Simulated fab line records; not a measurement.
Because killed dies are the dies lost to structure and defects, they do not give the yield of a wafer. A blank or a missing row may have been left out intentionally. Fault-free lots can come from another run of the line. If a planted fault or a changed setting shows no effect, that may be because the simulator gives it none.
Struck lot and sound lot, side by side -- flow nand-harc -- 12 steps out of a route of 1302
Sound: these wafers, L368.2, L368.4, L368.6. Struck: wafers L375.2, L375.6. (L375.1 of the same lot was not struck and is left out.) The cause comes at the end.
Order at every step that has rows: each side's tool, ch and its chambers, its first start. Under that, the readings that differ: sound wafers -- struck wafers -- difference of the means -- sigmas: that difference in standard deviations of wafers without a fault.
alike: a reading whose means differ by less than 2 such deviations, as well as words and numbers matching on both sides. not compared: withheld readings; readings where some wafer has no value; bounds like >300 that might hide an equal value; numbers whose values overlap and for which the record gives no deviation.
Wherever a step has rows on one side only, a row that says differs or no value, or a row with sigmas, the two part there. Numbers that have no deviation but don't overlap get no sigmas and don't part them. A reading that every wafer of one side lacks parts them only if that side has two wafers or more.

NHARC_A_WL_FILL_RTA_01: time 5 s.
  sound on rtp-anneal-02 ch 0, day 20 16:28; struck on rtp-anneal-02 ch 0, day 22 21:19
  alike: lamp-power-pct, lamp_zone_1_pct, lamp_zone_4_pct, wafer_temp_C_max
NHARC_A_WL_FILL_ALD_02: deposits TiN, target thk 2 nm, pulse time 3 s, ald cycles 100.
  sound on ald-metal-01 ch 2,3, day 20 16:41; struck on ald-metal-03 ch 0,3, day 22 21:31
  alike: heater-power-w, precursor-pulse-height-rel
  not compared: ald-cycles
NHARC_A_WL_FILL_CVD_03: deposits W, target thk 40 nm, time 279 s.
  sound on cvd-w-02 ch 0, day 20 17:08; struck on cvd-w-01 ch 0,1, day 22 21:58
  alike: chamber-pressure-Torr, heater-power-w, throttle-valve-pct
NHARC_A_WL_FILL_ETCHBACK_04: etches the open film in NF3, target depth 60 nm, time 120 s.
  sound on rie-metal-02 ch 0,1, day 20 17:27; struck on rie-metal-01 ch 1, day 22 22:20
  alike: drypump-motor-current-A, oes-product-au
  not compared: rf-hours-counter-h
NHARC_A_WL_FILL_ETCHBACK_05: etches the open film in Cl2/BCl3, target depth 22 nm, time 60 s.
  sound on rie-metal-02 ch 0,1, day 20 17:41; struck on rie-metal-01 ch 1, day 22 22:34
  alike: drypump-motor-current-A, oes-product-au, temp-c
  not compared: rf-hours-counter-h
then, 5 steps without rows for these wafers: NHARC_A_WL_FILL_STRIP_27 (strips in N2/H2, time 20 s); NHARC_A_WL_FILL_STRIP_28 (strips in post etch residue remover, time 1200 s); NHARC_A_WL_FILL_PRECLEAN_06 (cleans in DIW, time 300 s); NHARC_A_WL_FILL_SRD_07; NHARC_A_WL_FILL_ANNEAL_08 (time 1800 s).
NHARC_A_WL_FILL_ALD_10: deposits SiO2, target thk 50 nm, pulse time 10 s, ald cycles 500.
  sound on ald-hk-02 ch 0,1, day 20 23:05; struck on ald-hk-03 ch 0,3, day 23 04:44
reading,sound,struck,difference,sigmas
ald-cycles,500 500 500,566 566,+66,
  alike: heater-power-w, precursor-pulse-height-rel
then, 1 step without rows for these wafers: NHARC_A_WL_FILL_ETCHBACK_16 (etches the open film in C4F8/O2/Ar, target depth 120 nm, time 24 s).

== WHERE THEY PART ==
Nowhere in this record.

WHY: whatever the simulator had introduced
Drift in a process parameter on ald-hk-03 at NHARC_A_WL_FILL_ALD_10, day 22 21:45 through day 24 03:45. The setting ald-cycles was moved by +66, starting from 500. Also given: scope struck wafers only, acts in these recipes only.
